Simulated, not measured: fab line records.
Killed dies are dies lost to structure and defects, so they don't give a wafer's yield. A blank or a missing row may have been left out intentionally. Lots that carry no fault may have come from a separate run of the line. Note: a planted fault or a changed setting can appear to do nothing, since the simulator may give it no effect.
Chamber matching / flow n5Finfet / 4 sister chambers for N5_BEOL_M0_SAQP_SPACER1_ALD_98 on aldSin-01
The step deposits SiO2, target thk 12.8 nm, pulse time 1 s, purge time 2 s. 4 wafers are shown with their chamber, then 9 later ones without.

WAFERS, EACH WITH ITS CHAMBER
wafer=L087.1; chamber=2; heaterPowerW (W)=476
wafer=L091.2; chamber=3; heaterPowerW (W)=507
wafer=L091.4; chamber=0; heaterPowerW (W)=484
wafer=L091.6; chamber=1; heaterPowerW (W)=406

WAFERS WITHOUT THEIR CHAMBER
wafer=L092.2; heaterPowerW (W)=405
wafer=L092.3; heaterPowerW (W)=523
wafer=L092.5; heaterPowerW (W)=470
wafer=L095.2; heaterPowerW (W)=389
wafer=L095.3; heaterPowerW (W)=476
wafer=L095.4; heaterPowerW (W)=520
wafer=L096.3; heaterPowerW (W)=473
wafer=L096.4; heaterPowerW (W)=519
wafer=L096.5; heaterPowerW (W)=469

THE CHAMBER EACH PASSED THROUGH
wafer=L092.2; from the rows above=1; in truth=1
wafer=L092.3; from the rows above=3; in truth=3
wafer=L092.5; from the rows above=can't be placed: 2 or 0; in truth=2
wafer=L095.2; from the rows above=1; in truth=1
wafer=L095.3; from the rows above=can't be placed: 2 or 0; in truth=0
wafer=L095.4; from the rows above=3; in truth=3
wafer=L096.3; from the rows above=can't be placed: 2 or 0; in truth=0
wafer=L096.4; from the rows above=3; in truth=3
wafer=L096.5; from the rows above=can't be placed: 2 or 0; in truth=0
Correctly placed: 5 of 9. From these rows, 4 cannot be placed; in 4 the true chamber is one of the candidates. Wrongly placed: 0.
How it was worked out, from the rows above alone: a wafer's distance from a chamber is the root of the sum, over the readings, of the square of ((its reading less the chamber's mean) divided by the reading's scatter). If the next closest chamber is less than 2 further off than the closest, the wafer can't be placed; otherwise it belongs to the closest. The mean given for a chamber averages the wafers shown for that chamber. The scatter: root of mean squared gap, hidden wafer to nearest shown wafer, with one shown wafer a chamber.
